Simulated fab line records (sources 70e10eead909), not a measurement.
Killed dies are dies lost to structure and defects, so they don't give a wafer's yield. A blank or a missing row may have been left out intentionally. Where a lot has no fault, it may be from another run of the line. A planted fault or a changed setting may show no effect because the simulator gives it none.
fab line records | flow nand-harc
record: lots: 6 wafers: 17 last-day: 33
route steps=1302 shown A_CONTACT@989
lots with no fault: from the same line, run without faults
start-h: start of the lot's first displayed wafer, in hours after the record's first day | wait-h: how many hours have passed since the lot's step before this one | " unchanged from the row above | L1.1+2: a single row standing in for several wafers | - value missing, or start not given | * or withheld: withheld | < > ~ a bound
route shown NAME@n: names a module that has steps shown in the file, with the first one's number in the route | usual: the fault-free wafers' mean and standard deviation | same: alike in all rows | chamber/n: place in a boat | sites: each site's reading | _std_site: how widely they spread, as a standard deviation | _edge_site: outer sites' mean less inner sites' | radius-mm: for every site, how far away it sits from the centre of the wafer | mask NAME#n: copy n | behind: the tool/chamber that last shaped the wafer | hold: what put the lot on hold/how long, in hours/how the hold closed | device: whichever transistor did not switch (one of n, p or np) | end of line: at the end of the route, the tests of the same wafers | where a step has no rows: the recipe by itself | killed: dies lost to structure and defects at the first sort, not the wafer's yield | map: a wafer's dies, marking killed ones x, the rest . and places with no die _
set.NAME: the setting that was run; set.NAME@STEP: the one run at that earlier step | model.NAME: the simulator's own value behind a step, which no gauge read
lots seen at some steps along the route; tables by step, rows by wafer
services: the hour from which a tool's chamber was out of use, counted from the record's first day as start-h (under 0 if before that day), plus the number of hours and why
== steps ==
step: NHARC_A_CONTACT_COAT_34
recipe: temp-c: 260 time-s: 75
step: NHARC_A_CONTACT_COAT_35
recipe: temp-c: 225 time-s: 65
step: NHARC_A_CONTACT_COAT_36
recipe: spin-rpm: 1500 resist-thk-nm: 90
step: NHARC_A_CONTACT_SOFTBAKE_37
recipe: temp-c: 105 time-s: 55
step: NHARC_A_CONTACT_EBR_38
step: NHARC_A_CONTACT_EXPOSE_39
recipe: na: 1.35 sigma-outer: 0.8 dose-mj: 58.79 mask-id: A_CC_3
step: NHARC_A_CONTACT_PEB_40
recipe: peb-temp-c: 100 peb-time-s: 65
step: NHARC_A_CONTACT_DEVELOP_41
recipe: develop-time-s: 35 dev-temp-c: 23
step: NHARC_A_CONTACT_CD_MEAS_42
recipe: target-cd-nm: 300 landing-energy-ev: 500
usual: cd-nm: 300.0/0.4
columns lot.wafer tool chamber start-h wait-h cd-nm
L236.4 cd-sem-03 0 471.37 - 299.5
L236.5 " 0 " " 300.0
L236.6 " 0 " " 299.4
L242.3 cd-sem-02 0 548.46 - 300.0
L242.5 " 0 " " 299.4
L244.3 cd-sem-02 0 561.70 - 299.1
L244.4 " 0 " " 299.0
L244.5 " 0 " " 299.5
L247.3 cd-sem-01 0 575.06 - 300.0
L247.4 " 0 " " 300.7
L247.5 " 0 " " 299.6
L255.3 cd-sem-01 0 673.26 - 300.3
L255.4 " 0 " " 299.8
L255.5 " 0 " " 300.2
L258.2 cd-sem-03 0 695.80 - 300.3
L258.4 " 0 " " 299.7
L258.5 " 0 " " 300.1
step: NHARC_A_CONTACT_OVL_MEAS_43
usual: overlay-x-nm: 0.1/0.73 overlay-y-nm: -0.1/0.74
columns lot.wafer tool chamber start-h wait-h overlay-x-nm overlay-y-nm
L236.4 overlay-01 - 471.45 - -0.3 -1.0
L236.5 " - " " -0.5 -1.5
L236.6 " - " " -0.1 -1.2
L242.3 overlay-02 - 548.55 - 0.0 0.1
L242.5 " - " " 0.4 0.4
L244.3 overlay-01 - 561.78 - -0.1 -0.3
L244.4 " - " " -0.3 -0.2
L244.5 " - " " -0.3 -0.8
L247.3 overlay-01 - 575.14 - 1.0 1.3
L247.4 " - " " 1.2 0.7
L247.5 " - " " 0.9 0.7
L255.3 overlay-01 - 673.35 - 0.0 0.3
L255.4 " - " " 0.4 0.3
L255.5 " - " " -0.3 -0.3
L258.2 overlay-02 - 695.89 - 0.1 -1.4
L258.4 " - " " 0.5 -1.3
L258.5 " - " " 0.4 -1.6
step: NHARC_A_CONTACT_INSPECT_44
usual: raw-defect-count: 79/29
columns lot.wafer tool chamber start-h wait-h raw-defect-count
L236.4 defect-inspect-02 - 471.49 0.0 123
L236.5 " - " " 135
L236.6 " - " " 127
L242.3 defect-inspect-01 - 548.58 0.0 114
L242.5 " - " " 113
L244.3 defect-inspect-01 - 561.82 0.0 88
L244.4 " - " " 71
L244.5 " - " " 79
L247.3 defect-inspect-01 - 575.18 0.0 68
L247.4 " - " " 65
L247.5 " - " " 58
L255.3 defect-inspect-01 - 673.38 0.0 69
L255.4 " - " " 60
L255.5 " - " " 58
L258.2 defect-inspect-02 - 695.92 0.0 116
L258.4 " - " " 113
L258.5 " - " " 124
step: NHARC_A_CONTACT_DESCUM_47
recipe: time-s: 3 o2-flow-sccm: 200 ar-flow-sccm: 0 bias-power-w: 0 chemistry: O2
usual: drypump-motor-current-A: 5.8/0.33 oes-product-au: 1.000/0.0074 rf-vpp-V: 57.8/0.87 showerhead-plenum-p-Torr: 1.92/0.11 throttle-valve-pct: 11.310/0.0091
columns lot.wafer tool chamber start-h wait-h drypump-motor-current-A oes-product-au rf-hours-counter-h rf-vpp-V showerhead-plenum-p-Torr throttle-valve-pct
L236.4 rie-diel-07 2 471.56 0.1 6.0 1.006 1 58.2 1.88 11.314
L236.6 " 0 " " 5.9 1.008 - 58.7 2.08 11.313
L236.5 " 1 " " 5.9 1.000 - 57.5 1.91 11.319
L242.3 rie-diel-07 3 548.64 0.1 5.6 0.998 18 55.4 1.78 11.307
L242.5 " 0 " " 5.9 1.009 - 58.7 2.07 11.297
L244.3 rie-diel-07 2 561.88 0.1 6.0 0.998 19 58.1 1.87 11.307
L244.4 " 1 " " 5.8 0.992 18 57.4 1.91 11.303
L244.5 " 2 " " 6.0 0.997 - 56.7 1.87 11.315
L247.3 rie-diel-05 1 575.24 0.1 5.4 1.008 3 57.4 1.93 11.307
L247.4 " 2 " " 6.2 1.006 2 58.7 2.08 11.303
L247.5 " 1 " " 5.4 0.996 - 57.6 1.93 11.305
L255.3 rie-diel-03 1 673.48 0.1 5.9 0.993 19 57.7 1.79 11.321
L255.5 " 1 " " 5.9 0.991 - 58.7 1.79 11.315
L255.4 " 2 " " 5.0 1.008 - 56.8 2.00 11.309
L258.4 rie-diel-07 2 695.98 0.1 6.0 1.001 9 56.5 1.87 11.312
L258.2 " 1 " " 5.8 0.994 7 57.4 1.90 11.323
L258.5 " 2 " " 6.0 1.009 - 57.9 1.87 11.306
step: NHARC_A_CONTACT_ETCH_48
recipe: target-depth-a: 390 over-etch-frac: 0.3 time-s: 65 ion-energy-ev: 80 cf4-flow-sccm: 150 ar-flow-sccm: 0 rf-w: 300 bias-w: 100 chemistry: CF4
usual: drypump-motor-current-A: 5.8/0.33 oes-product-au: 0.999/0.0069 rf-vpp-V: 151.4/1.3 run-length-s: 86.4/0.43 showerhead-plenum-p-Torr: 1.77/0.094 throttle-valve-pct: 13.285/0.0084
columns lot.wafer tool chamber start-h wait-h drypump-motor-current-A oes-product-au rf-hours-counter-h rf-vpp-V run-length-s showerhead-plenum-p-Torr throttle-valve-pct
L236.4 rie-diel-07 3 471.64 0.1 5.5 0.992 2 149.5 85.6 1.66 13.290
L236.5 " 2 " " 6.0 1.007 - 150.3 86.5 1.74 13.298
L236.6 " 3 " " 5.5 1.001 - 149.4 85.9 1.66 13.278
L242.3 rie-diel-07 2 548.75 0.1 6.0 0.998 15 150.4 68.8 1.73 13.277
L242.5 " 3 " " 5.6 0.994 - 149.5 85.6 1.65 13.294
L244.4 rie-diel-07 1 561.96 0.1 5.9 1.002 18 152.3 68.6 1.76 13.279
L244.3 " 2 " " 6.0 1.007 19 149.8 68.9 1.73 13.275
L244.5 " 1 " " 5.9 1.001 - 152.0 86.3 1.76 13.269
L247.4 rie-diel-05 0 575.33 0.1 6.3 0.993 3 153.4 85.5 1.89 13.279
L247.3 " 2 " " 6.1 1.006 3 153.9 86.7 1.91 13.273
L247.5 " 3 " " 5.2 1.006 - 152.4 85.9 1.86 13.289
L255.3 rie-diel-03 1 673.59 0.1 5.9 0.999 19 151.3 86.6 1.66 13.285
L255.4 " 2 " " 5.0 0.994 - 151.4 86.0 1.85 13.279
L255.5 " 0 " " 5.1 0.990 - 150.9 86.7 1.68 13.280
L258.4 rie-diel-07 0 696.07 0.1 5.9 0.992 8 153.3 86.8 1.90 13.281
L258.2 " 2 " " 6.0 1.001 9 151.3 86.4 1.73 13.274
L258.5 " 0 " " 5.9 0.984 - 153.9 87.0 1.90 13.284
step: NHARC_A_CONTACT_ETCH_49
recipe: target-depth-a: 2600 over-etch-frac: 0.3 time-s: 475.3 ion-energy-ev: 200 n2-flow-sccm: 150 h2-flow-sccm: 150 ar-flow-sccm: 0 rf-w: 400 bias-w: 150 chemistry: N2/H2
usual: drypump-motor-current-A: 5.8/0.33 oes-product-au: 1.000/0.0062 rf-vpp-V: 430/3.4 run-length-s: 496.7/0.48 showerhead-plenum-p-Torr: 2.04/0.12 throttle-valve-pct: 14.172/0.0083
columns lot.wafer tool chamber start-h wait-h drypump-motor-current-A oes-product-au rf-hours-counter-h rf-vpp-V run-length-s showerhead-plenum-p-Torr throttle-valve-pct
L236.4 rie-diel-07 1 - - 5.8 0.998 1 429 496.2 2.04 14.174
L236.6 " 3 " " 5.6 1.001 - 427 496.0 1.90 14.156
L236.5 " 0 " " 5.9 0.998 - 435 497.0 2.22 14.175
L242.3 rie-diel-07 0 - - 5.9 1.001 18 434 497.2 2.21 14.178
L242.5 " 0 " " 5.9 1.001 - 435 497.6 2.21 14.179
L244.4 rie-diel-07 1 - - 5.9 0.999 18 430 496.5 2.03 14.180
L244.3 " 2 " " 6.0 1.009 19 428 497.1 1.99 14.179
L244.5 " 2 " " 6.0 1.004 - 430 497.0 2.00 14.176
L247.4 rie-diel-05 3 - - 5.2 0.994 2 433 496.1 2.15 14.159
L247.3 " 1 " " 5.4 1.002 3 431 496.5 2.06 14.165
L247.5 " 3 " " 5.2 0.990 - 433 496.4 2.15 14.172
L255.3 rie-diel-03 0 - - 5.2 0.999 18 427 497.0 1.93 14.178
L255.4 " 0 " " 5.2 1.004 - 427 497.2 1.93 14.168
L255.5 " 2 " " 5.0 1.002 - 433 496.3 2.14 14.184
L258.2 rie-diel-07 3 - - 5.6 0.998 10 425 496.5 1.88 14.166
L258.4 " 2 " " 6.0 0.998 9 429 496.9 1.99 14.166
L258.5 " 3 " " 5.6 1.002 - 426 496.5 1.88 14.182
== services ==
columns tool chamber start-h hours kind
rie-diel-05 2 447.62 9.7 repair
rie-diel-07 0 456.44 - clean
rie-diel-07 0 456.44 - consumable-replace:showerhead
rie-diel-07 1 456.44 - clean
rie-diel-07 2 456.44 - clean
rie-diel-07 3 456.44 - clean
rie-diel-07 0 480.94 - clean
rie-diel-07 1 480.94 - clean
rie-diel-07 2 480.94 - clean
rie-diel-07 3 480.94 - clean
rie-diel-07 0 505.62 - clean
rie-diel-07 1 505.62 - clean
rie-diel-07 2 505.62 - clean
rie-diel-07 3 505.62 - clean
rie-diel-07 0 530.12 - clean
rie-diel-07 1 530.12 - clean
rie-diel-07 2 530.12 - clean
rie-diel-07 3 530.12 - clean
rie-diel-05 3 534.63 5.9 repair
rie-diel-03 3 607.91 3.9 repair
rie-diel-03 - 611.37 9.0 pm
rie-diel-07 - 624.44 9.0 pm
rie-diel-05 3 649.29 4.2 repair
rie-diel-03 3 669.68 11.9 repair
== key ==
first-sign: step: NHARC_A_CONTACT_ETCH_48 reading: run-length-s direction: down sigmas: 41 usual: * struck: *
effect none on later readings
met-at NHARC_A_CONTACT_ETCH_48
struck-wafers L242.3,L244.3,L244.4
sort-left-out L242.3,L244.3,L244.4
tester-left-out L242,L244
onset-between 471.64 548.75
fault: kind: process-parameter-drift tool: rie-diel-07 chamber: - onset-h: 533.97 steps: NHARC_A_CONTACT_ETCH_48 channel: time-s offset: * shape: step end-h: 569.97 scope: struck-wafers-only acts-in: * stated: *
tester-left-out: of these lots the tester's yield and bins aren't shown, on N5 and GAA mostly nor the transistor test; their killed dies are dies lost to structure and defects alone, not to doping, threshold or leakage, so they don't give the yield
sort-left-out: the simulated sort isn't trusted on such a fault, so these wafers' sort isn't shown, and their yield isn't known
